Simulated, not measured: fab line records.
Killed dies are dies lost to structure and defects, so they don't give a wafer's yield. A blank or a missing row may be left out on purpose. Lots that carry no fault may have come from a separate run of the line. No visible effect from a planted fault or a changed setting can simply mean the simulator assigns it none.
Chamber matching :: flow n5 finfet :: cmp-01 running N5_BEOL_M15_CMP_49: 4 sister chambers
The step polishes, stops on SiO2, t overpolish 4.9 s, target thk 850 nm. 7 wafers are shown with their chamber, then 10 later ones without.

== EACH WAFER AND ITS CHAMBER ==
wafer: L077.5
chamber: 1
motor current A (A): 7.2
head pressure psi (psi): 1.997

wafer: L077.6
chamber: 2
motor current A (A): 8.3
head pressure psi (psi): 2.006

wafer: L080.2
chamber: 1
motor current A (A): 7.0
head pressure psi (psi): 2.004

wafer: L080.3
chamber: 3
motor current A (A): 8.4
head pressure psi (psi): 2.003

wafer: L080.4
chamber: 0
motor current A (A): 8.3
head pressure psi (psi): 1.994

wafer: L083.1
chamber: 3
motor current A (A): 8.9
head pressure psi (psi): 2.003

wafer: L083.2
chamber: 2
motor current A (A): 8.2
head pressure psi (psi): 1.994

== WAFERS WHOSE CHAMBER IS MISSING ==
wafer: L083.4
motor current A (A): 7.3
head pressure psi (psi): 1.997

wafer: L088.1
motor current A (A): 8.1
head pressure psi (psi): 2.004

wafer: L088.3
motor current A (A): 8.5
head pressure psi (psi): 1.998

wafer: L088.4
motor current A (A): 8.7
head pressure psi (psi): 1.993

wafer: L090.2
motor current A (A): 8.0
head pressure psi (psi): 2.000

wafer: L090.4
motor current A (A): 7.1
head pressure psi (psi): 1.995

wafer: L090.5
motor current A (A): 8.3
head pressure psi (psi): 2.002

wafer: L093.3
motor current A (A): 7.5
head pressure psi (psi): 1.999

wafer: L093.4
motor current A (A): 8.4
head pressure psi (psi): 2.004

wafer: L093.5
motor current A (A): 8.5
head pressure psi (psi): 1.998

== EACH ONE'S CHAMBER ==
wafer: L083.4
from the rows above: 1
in truth: 1

wafer: L088.1
from the rows above: can't be placed: 2 or 0 or 3
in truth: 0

wafer: L088.3
from the rows above: can't be placed: 3 or 0 or 2
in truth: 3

wafer: L088.4
from the rows above: can't be placed: 3 or 0 or 2
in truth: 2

wafer: L090.2
from the rows above: can't be placed: 2 or 0 or 3
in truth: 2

wafer: L090.4
from the rows above: 1
in truth: 1

wafer: L090.5
from the rows above: can't be placed: 2 or 0 or 3
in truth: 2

wafer: L093.3
from the rows above: can't be placed: 1 or 2 or 0
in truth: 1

wafer: L093.4
from the rows above: can't be placed: 2 or 3 or 0
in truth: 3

wafer: L093.5
from the rows above: can't be placed: 3 or 0 or 2
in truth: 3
2 of 10 placed correctly. Not placeable from these rows: 8 (in 8, the candidates include the true chamber). Wrongly placed: 0.
How it was worked out, from the rows above alone: a wafer's distance from a chamber is the root of the sum, over the readings, of the square of ((its reading less the chamber's mean) divided by the reading's scatter). If the next closest chamber is less than 2 further off than the closest, the wafer can't be placed; otherwise it belongs to the closest. Each chamber's mean is taken over the wafers shown for it. The scatter: take each reading less its chamber's mean, square it, sum over the shown wafers, divide by the number of wafers less the number of chambers, and take the root.
